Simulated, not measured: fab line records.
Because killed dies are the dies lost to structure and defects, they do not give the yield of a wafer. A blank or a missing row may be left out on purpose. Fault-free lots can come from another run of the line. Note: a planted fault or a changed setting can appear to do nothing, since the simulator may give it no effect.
Chamber matching | flow n5_finfet | N5_BEOL_M0_SAQP_MANDREL1_REMOVE_100 on rie_si-03: 4 sister chambers
The step chemistry HBr/Cl2/O2, target a-Si, stops on SiNx, bt time 10 s. 16 wafers are shown with their chamber, then 8 later ones without.

## EACH WAFER AND ITS CHAMBER
wafer  | chamber | throttle_valve_pct (%) | drypump_motor_current_A (A) | oes_product_au (a.u.)
L695.3 | 1       | 37.14                  | 6.1                         | 1.010
L695.5 | 0       | 36.71                  | 6.0                         | 0.993
L695.6 | 1       | 37.15                  | 6.1                         | 1.002
L707.3 | 1       | 37.13                  | 6.1                         | 1.021
L707.5 | 0       | 36.71                  | 6.0                         | 1.006
L707.6 | 1       | 37.14                  | 6.1                         | 1.007
L709.1 | 1       | 37.13                  | 6.1                         | 1.015
L709.4 | 2       | 36.80                  | 6.1                         | 0.995
L709.6 | 2       | 36.79                  | 6.1                         | 1.004
L710.1 | 1       | 37.14                  | 6.1                         | 1.006
L710.4 | 2       | 36.80                  | 6.2                         | 0.986
L710.5 | 3       | 36.33                  | 5.2                         | 0.979
L711.1 | 1       | 37.13                  | 6.1                         | 1.007
L711.4 | 3       | 36.34                  | 5.2                         | 0.982
L711.5 | 3       | 36.32                  | 5.2                         | 0.980
L712.1 | 1       | 37.14                  | 6.2                         | 1.013

SIGNATURES (averages over the wafers above)
reading                 | chamber 0 | chamber 1 | chamber 2 | chamber 3 | scatter within a chamber
throttle_valve_pct      | 36.7100   | 37.1375   | 36.7967   | 36.3300   | 0.00717
drypump_motor_current_A | 6.000     | 6.112     | 6.133     | 5.200     | 0.0358
oes_product_au          | 0.99950   | 1.01012   | 0.99500   | 0.98033   | 0.00648
Rule: distance of a wafer from a chamber = root of the sum over the readings of ((wafer's reading minus chamber's mean) / reading's scatter) squared. If the next closest chamber is less than 2 further off than the closest, the wafer can't be placed; otherwise it belongs to the closest. The scatter: the root of (the sum of the squares of (reading less its chamber's mean) over the shown wafers, divided by (wafers less chambers)).

## WAFERS WITHOUT THEIR CHAMBER
wafer  | throttle_valve_pct (%) | drypump_motor_current_A (A) | oes_product_au (a.u.)
L712.4 | 36.72                  | 6.0                         | 1.000
L712.5 | 36.32                  | 5.2                         | 0.974
L713.1 | 36.71                  | 6.0                         | 1.007
L713.4 | 36.34                  | 5.2                         | 0.986
L713.6 | 36.69                  | 6.0                         | 1.001
L714.1 | 36.69                  | 6.0                         | 1.000
L714.5 | 36.80                  | 6.1                         | 0.992
L714.6 | 36.33                  | 5.2                         | 0.985

## WHICH CHAMBER EACH WENT THROUGH
wafer  | from the rows above | in truth
L712.4 | 0                   | 0
L712.5 | 3                   | 3
L713.1 | 0                   | 0
L713.4 | 3                   | 3
L713.6 | 0                   | 0
L714.1 | 0                   | 0
L714.5 | 2                   | 2
L714.6 | 3                   | 3
Placed correctly: 8 of 8. Number that these rows cannot place: 0. Wrongly placed: 0.
